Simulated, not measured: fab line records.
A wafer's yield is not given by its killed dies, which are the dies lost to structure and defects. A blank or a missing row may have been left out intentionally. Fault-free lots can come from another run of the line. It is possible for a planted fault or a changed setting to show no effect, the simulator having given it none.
Which of the tools did it? | flow n5-finfet | 12 lots, 36 wafers sampled, at 3 steps of a route of 1938

## WHAT EACH GAUGE READ, for each wafer
N5_BEOL_M10_RS_MEAS_57: the measuring method here is four-point-probe.
lot  | measured     | on            | M10_RS (ohm/sq)
L468 | day 10 14:24 | film-metro-01 | 0.153 0.156 0.159
L470 | day 11 02:20 | film-metro-01 | 0.159 0.160 0.158
L473 | day 11 13:10 | film-metro-02 | 0.148 0.153 0.157
L472 | day 11 15:52 | film-metro-02 | 0.148 0.154 0.154
L474 | day 11 19:53 | film-metro-02 | 0.151 0.161 0.157
L477 | day 12 19:39 | film-metro-01 | 0.155 0.149 0.155
L480 | day 14 09:10 | film-metro-02 | 0.156 0.149 0.156
L481 | day 15 03:34 | film-metro-02 | 0.157 0.153 0.154
L483 | day 15 11:17 | film-metro-01 | 0.157 0.156 0.148
L487 | day 15 22:16 | film-metro-02 | 0.154 0.145 0.146
L488 | day 15 22:49 | film-metro-02 | 0.152 0.154 0.152
L490 | day 16 16:00 | film-metro-01 | 0.152 0.151 0.154

N5_BEOL_M11_THK_MEAS_01.
lot  | measured     | on            | M11_ILD_THK (nm)
L468 | day 10 15:04 | film-metro-01 | 263 271 267
L470 | day 11 03:28 | film-metro-02 | 269 273 271
L473 | day 11 13:50 | film-metro-02 | 263 265 271
L472 | day 11 16:31 | film-metro-01 | 269 271 271
L474 | day 11 21:46 | film-metro-01 | 261 267 266
L477 | day 12 20:18 | film-metro-02 | 265 265 273
L480 | day 14 09:49 | film-metro-02 | 264 268 269
L481 | day 15 04:13 | film-metro-02 | 259 268 269
L483 | day 15 11:56 | film-metro-02 | 264 270 269
L487 | day 15 22:57 | film-metro-01 | 264 268 267
L488 | day 15 23:28 | film-metro-01 | 266 268 269
L490 | day 16 16:40 | film-metro-02 | 262 270 267

## WHICH TOOL RAN EACH LOT (tool, then ch and the chambers of the sampled wafers, then the start)
lot  | N5_BEOL_M10_SPUTTER_48
L468 | pvd-sputter-01, day 10 13:19
L470 | pvd-sputter-02, day 11 01:04
L473 | pvd-sputter-02, day 11 12:05
L472 | pvd-sputter-02, day 11 14:04
L474 | pvd-sputter-02, day 11 18:56
L477 | pvd-sputter-02, day 12 15:44
L480 | pvd-sputter-01, day 14 07:59
L481 | pvd-sputter-01, day 15 02:37
L483 | pvd-sputter-02, day 15 10:20
L487 | pvd-sputter-03, day 15 21:11
L488 | pvd-sputter-02, day 15 21:41
L490 | pvd-sputter-01, day 16 14:55
- N5_BEOL_M10_SPUTTER_48: material Cu, target thk 12 nm, time 2 s.

## WHAT THE TOOLS THEMSELVES READ (means of the sampled wafers that have a number; where no wafer has one, the mark that the record gives instead)
N5_BEOL_M10_SPUTTER_48.
lot  | tool           | chamber-pressure-pa (Pa) | chuck-sensor-temp-C (C) | throttle-valve-pct (%)
L468 | pvd-sputter-01 | 0.13000                  | -16.2                   | 29.8
L470 | pvd-sputter-02 | 0.13042                  | -16.4                   | 29.8
L473 | pvd-sputter-02 | 0.12994                  | -15.8                   | 30.0
L472 | pvd-sputter-02 | 0.12998                  | -15.8                   | 30.1
L474 | pvd-sputter-02 | 0.13010                  | -16.2                   | 29.9
L477 | pvd-sputter-02 | 0.12998                  | -16.0                   | 30.0
L480 | pvd-sputter-01 | 0.13002                  | -16.3                   | 29.6
L481 | pvd-sputter-01 | 0.12994                  | -16.2                   | 30.4
L483 | pvd-sputter-02 | 0.13006                  | -15.5                   | 30.1
L487 | pvd-sputter-03 | 0.12960                  | -16.2                   | 31.0
L488 | pvd-sputter-02 | 0.12994                  | -16.0                   | 30.0
L490 | pvd-sputter-01 | 0.12990                  | -15.9                   | 29.2

## THE ANSWER, worked out from the rows above alone
Rule: the lots themselves supply what counts as usual. The widest of any qualifying gaps counts: lots, ordered by their means at a reading, are off when they make up no more than a third of the lots, leave a main group of 4 or more, and stand apart from it by 3 or more times the standard deviation of that group's means. The tables above print the reading to a certain number of digits; a main group whose means all agree to those digits is not used. Also off: a lot with no number at a reading for which 4 or more lots have one. The other lots that the step has rows for count as sound. Order of review: gauges by route order, followed by the tools' own readings, for which a lot's mean as printed above is used. The first step at which some lot is off is used, and at that step the reading that is off furthest; a lot without a number counts as furthest.
No lot is off on any of the readings shown, so nothing can be concluded from this.

## WHAT WAS PUT IN BY THE SIMULATOR
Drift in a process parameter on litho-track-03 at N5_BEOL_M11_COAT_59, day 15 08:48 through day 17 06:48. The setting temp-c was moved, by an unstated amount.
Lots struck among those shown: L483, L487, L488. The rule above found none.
